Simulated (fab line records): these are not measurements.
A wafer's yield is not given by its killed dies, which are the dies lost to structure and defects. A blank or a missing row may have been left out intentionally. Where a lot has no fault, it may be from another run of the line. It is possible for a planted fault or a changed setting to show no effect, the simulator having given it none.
Matching of chambers    flow n5Finfet    3 sister chambers for N5_BEOL_M11_CURE_71 on uvCure-01
The step cures SiCOH lowk, time 240 s. 6 wafers are shown with their chamber, then 11 later ones without.

## WAFERS WITH THEIR CHAMBER
wafer   chamber  wafer_temp_C_max  lampPowerPct (%)
L078.5  0        385.6             52.28
L085.4  1        387.0             52.30
L085.5  1        386.7             52.26
L086.5  2        386.6             52.38
L086.6  2        387.2             52.31
L087.1  0        385.9             52.28

## WAFERS WHOSE CHAMBER IS MISSING
wafer   wafer_temp_C_max  lampPowerPct (%)
L087.3  385.8             52.24
L087.5  385.7             52.37
L091.3  386.9             52.39
L091.4  386.9             52.31
L091.5  386.7             52.34
L092.4  386.0             52.25
L092.5  385.5             52.35
L092.6  385.5             52.34
L096.3  387.3             52.32
L096.4  386.3             52.34
L096.5  385.9             52.30

## CHAMBER TAKEN BY EACH
wafer    from the rows above            in truth
L087.3   0                              0
L087.5   can't be placed: 0 or 2 or 1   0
L091.3   can't be placed: 2 or 1        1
L091.4   can't be placed: 1 or 2        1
L091.5   can't be placed: 2 or 1        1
L092.4   can't be placed: 0 or 1        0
L092.5   0                              0
L092.6   0                              0
L096.3   can't be placed: 2 or 1        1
L096.4   can't be placed: 2 or 0 or 1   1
L096.5   0                              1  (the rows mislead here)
Correctly placed: 3 of 11. These rows do not allow placing 7 (true chamber among the candidates in 7). Wrongly placed: 1.
How it was worked out, from the rows above alone: a wafer's distance from a chamber is the root of the sum, over the readings, of the square of ((its reading less the chamber's mean) divided by the reading's scatter). The wafer belongs to the nearest chamber; if the next one is less than 2 further off, it can't be placed. Each chamber's mean is taken over the wafers shown for it. The scatter: the root of (the sum of the squares of (reading less its chamber's mean) over the shown wafers, divided by (wafers less chambers)).
